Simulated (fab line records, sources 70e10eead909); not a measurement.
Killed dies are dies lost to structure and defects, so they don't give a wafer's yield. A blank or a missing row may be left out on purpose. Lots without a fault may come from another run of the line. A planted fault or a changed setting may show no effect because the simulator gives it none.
Tool commonality check | flow nand_harc | 6 lots, 18 wafers sampled

WHY IT WAS OPENED
At NHARC_END_SORT_01 the reading killed_at_periphery is flagged on 3 of 6 lots. Wafers without a fault read 3.9, standard deviation 2.8.
Rule: a lot is flagged when every wafer of it that has a number lies more than 4 standard deviations from that mean, or none has a number. The other lots count as sound.

lot  | measured     | on        | killed_at_periphery, wafer by wafer | flag
L762 | day 26 14:32 | prober-02 | 5 14 10                             |
L767 | day 29 04:01 | prober-02 | 2 2 3                               |
L772 | day 30 08:52 | prober-01 | 0 3 1                               |
L774 | day 31 20:59 | prober-01 | 62 52 29                            | FLAGGED
L775 | day 32 04:54 | prober-02 | 56 57 77                            | FLAGGED
L776 | day 32 04:56 | prober-01 | 79 23 57                            | FLAGGED
The numbers of the flagged lots are 54.7 on average: +50.8 against the usual, or +18 standard deviations.

WHICH TOOL RAN EACH LOT
The record holds 3 process steps before the reading, out of a route of 1302 steps. In each cell: the tool, then ch and the chambers that the sampled wafers went through, then the start.
lot  | flag    | NHARC_P_M2_ETCH_28                 | NHARC_THIN_TSV_PVD_19                   | NHARC_THIN_TSV_ETCH_59
L762 |         | rie_diel-05 ch 0,3, day 8 07:27    | pvd_sputter-01, day 26 04:12 or earlier | rie_metal-01 ch 0,1, day 26 04:12
L767 |         | rie_diel-05 ch 0,1,3, day 10 08:22 | pvd_sputter-03, day 28 12:14 or earlier | rie_metal-02 ch 0,1, day 28 12:14
L772 |         | rie_diel-06 ch 0,1,2, day 12 20:34 | pvd_sputter-01, day 30 01:11 or earlier | rie_metal-01 ch 0,1, day 30 01:11
L774 | FLAGGED | rie_diel-05 ch 0,1,3, day 13 09:59 | pvd_sputter-02, day 31 12:17 or earlier | rie_metal-03 ch 1, day 31 12:17
L775 | FLAGGED | rie_diel-05 ch 1,2,3, day 13 21:30 | pvd_sputter-03, day 31 21:08 or earlier | rie_metal-03 ch 0,1, day 31 21:08
L776 | FLAGGED | rie_diel-05 ch 0,1,3, day 13 22:20 | pvd_sputter-01, day 31 20:06 or earlier | rie_metal-02 ch 0,1, day 31 20:06
What these steps do:
- NHARC_P_M2_ETCH_28: etches the open film in CF4/N2, target depth 30 nm, time 72.99 s.
- NHARC_THIN_TSV_PVD_19: deposits TaN, target thk 20 nm.
- NHARC_THIN_TSV_ETCH_59: etches the open film in Cl2/BCl3, target depth 880 nm, time 138.1 s.
- NHARC_END_SORT_01

FLAGGED OVER TOTAL, TOOL BY TOOL (the gauges that took the reading come last)
step                   | tool           | lots run | flagged | share of the flagged lots | sound lots run after its first flagged lot
NHARC_P_M2_ETCH_28     | rie_diel-05    | 5        | 3       | all                       | 0
NHARC_P_M2_ETCH_28     | rie_diel-06    | 1        | 0       | none                      | -
NHARC_THIN_TSV_PVD_19  | pvd_sputter-01 | 3        | 1       | some                      | 0
NHARC_THIN_TSV_PVD_19  | pvd_sputter-02 | 1        | 1       | some                      | 0
NHARC_THIN_TSV_PVD_19  | pvd_sputter-03 | 2        | 1       | some                      | 0
NHARC_THIN_TSV_ETCH_59 | rie_metal-01   | 2        | 0       | none                      | -
NHARC_THIN_TSV_ETCH_59 | rie_metal-02   | 2        | 1       | some                      | 0
NHARC_THIN_TSV_ETCH_59 | rie_metal-03   | 2        | 2       | some                      | 0
NHARC_END_SORT_01      | prober-01      | 3        | 2       | some                      | 0
NHARC_END_SORT_01      | prober-02      | 3        | 1       | some                      | 0
NHARC_THIN_TSV_PVD_19 gives no start for some lots, so the hours and the order of its lots are those of NHARC_THIN_TSV_ETCH_59.

WHAT THE TABLE ALLOWS
1 row of the table ran every flagged lot: rie_diel-05 at NHARC_P_M2_ETCH_28.
- rie_diel-05 at NHARC_P_M2_ETCH_28: 3 of its 5 lots flagged. Its last sound lot is L767 (day 10 08:22), its first flagged lot L774 (day 13 09:59): a fault that began between those two fits.
One tool is left: rie_diel-05 at NHARC_P_M2_ETCH_28.

WHAT THE SIMULATOR HAD PUT IN
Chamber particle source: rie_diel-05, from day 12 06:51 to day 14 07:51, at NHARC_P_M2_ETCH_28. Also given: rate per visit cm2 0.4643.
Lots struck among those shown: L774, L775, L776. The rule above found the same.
